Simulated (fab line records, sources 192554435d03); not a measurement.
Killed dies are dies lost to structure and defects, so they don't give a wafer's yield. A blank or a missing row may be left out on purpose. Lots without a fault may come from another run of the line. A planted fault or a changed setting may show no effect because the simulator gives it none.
A struck lot beside a sound one | flow n5_finfet | 15 steps out of a route of 1938
Sound: wafers L881.2, L881.3, L881.6. Struck: wafers L878.4, L878.5. (L878.1 of the same lot was not struck and is left out.) The cause comes at the end.
At each step with rows: each side's tool, then ch and its chambers, then its first start. Under that, the readings that differ: sound wafers | struck wafers | difference of the means | sigmas: that difference in standard deviations of wafers without a fault.
alike: readings whose means differ by less than 2 such deviations, and words and numbers that are the same on both sides. not compared: withheld readings, readings that some wafer has no value for, bounds like >300 that may hide the same value, and numbers for which the record gives no deviation and whose values overlap.
The two part at a step that has a row with sigmas, a row that says differs or no value, or rows on one side only. Numbers that don't overlap but have no deviation are shown without sigmas and don't part them. A reading that every wafer of one side lacks parts them only if that side has two wafers or more.

first, 7 steps without rows for these wafers: N5_BEOL_M10_COAT_64 (time 60 s, resist thk 30 nm); N5_BEOL_M10_COAT_22 (resist thk 90 nm); N5_BEOL_M10_EBR_24; N5_BEOL_M10_SOFTBAKE_23 (time 60 s); N5_BEOL_M10_EXPOSE_25 (exposes mask V9); N5_BEOL_M10_PEB_26 (peb time 60 s); N5_BEOL_M10_DEVELOP_27 (develop time 30 s).
N5_BEOL_M10_CD_MEAS_28: target cd 70 nm.
  sound on cd_sem-02 ch 0, day 13 13:48; struck on cd_sem-02 ch 0, day 12 11:04
  alike: cd_nm
N5_BEOL_M10_OVL_MEAS_29:
  sound on overlay-01 ch 0, day 13 13:50; struck on overlay-01 ch 0, day 12 11:05
  alike: V9_OVL
N5_BEOL_M10_INSPECT_30: inspects for defects (brightfield).
  sound on defect_inspect-01, day 13 13:52; struck on defect_inspect-02, day 12 11:07
  alike: raw_defect_count
N5_BEOL_M10_DESCUM_33: chemistry O2, time 7.9 s.
  sound on rie_diel-06 ch 0,1, day 13 14:16; struck on rie_diel-03 ch 1,2, day 12 11:32
  alike: drypump_motor_current_A, o2_flow_sccm, oes_product_au, rf_vpp_V, showerhead_plenum_p_Torr, throttle_valve_pct
  not compared: rf_hours_counter_h
N5_BEOL_M10_ETCH_65: etches SiARC in CF4, target depth 39 nm, time 65 s.
  sound on rie_diel-06 ch 0,1, day 13 14:17; struck on rie_diel-03 ch 1,2, day 12 11:34
  alike: drypump_motor_current_A, etch_rf_on_time_s, mfc_ar_sccm, oes_product_au, rf_vpp_V, showerhead_plenum_p_Torr, throttle_valve_pct
  not compared: rf_hours_counter_h
N5_BEOL_M10_ETCH_66: etches SOC in N2/H2, target depth 120 nm, overetch 24 nm, time 180 s.
  sound on rie_diel-06 ch 0,1, day 13 14:20; struck on rie_diel-03 ch 1,2, day 12 11:37
  reading                                     | sound      | struck    | difference | sigmas
  model.SiARC_of_BEOL_M10_COAT_64.thk_nm (nm) | 23 22.6 23 | 20.6 20.2 | -2.5       |
  alike: drypump_motor_current_A, n2_flow_sccm, oes_product_au, rf_vpp_V, showerhead_plenum_p_Torr, throttle_valve_pct
  not compared: rf_hours_counter_h
then, 1 step without rows for these wafers: N5_BEOL_M10_STRIP_69 (strips in N2/H2).
N5_PASSIVATION_PROBE_49:
  the record has rows for the sound wafers here (prober-01, day 15 18:32) and none for the struck ones

WHERE THEY PART
Only at N5_PASSIVATION_PROBE_49, within this record.

WHY: what the simulator had put in
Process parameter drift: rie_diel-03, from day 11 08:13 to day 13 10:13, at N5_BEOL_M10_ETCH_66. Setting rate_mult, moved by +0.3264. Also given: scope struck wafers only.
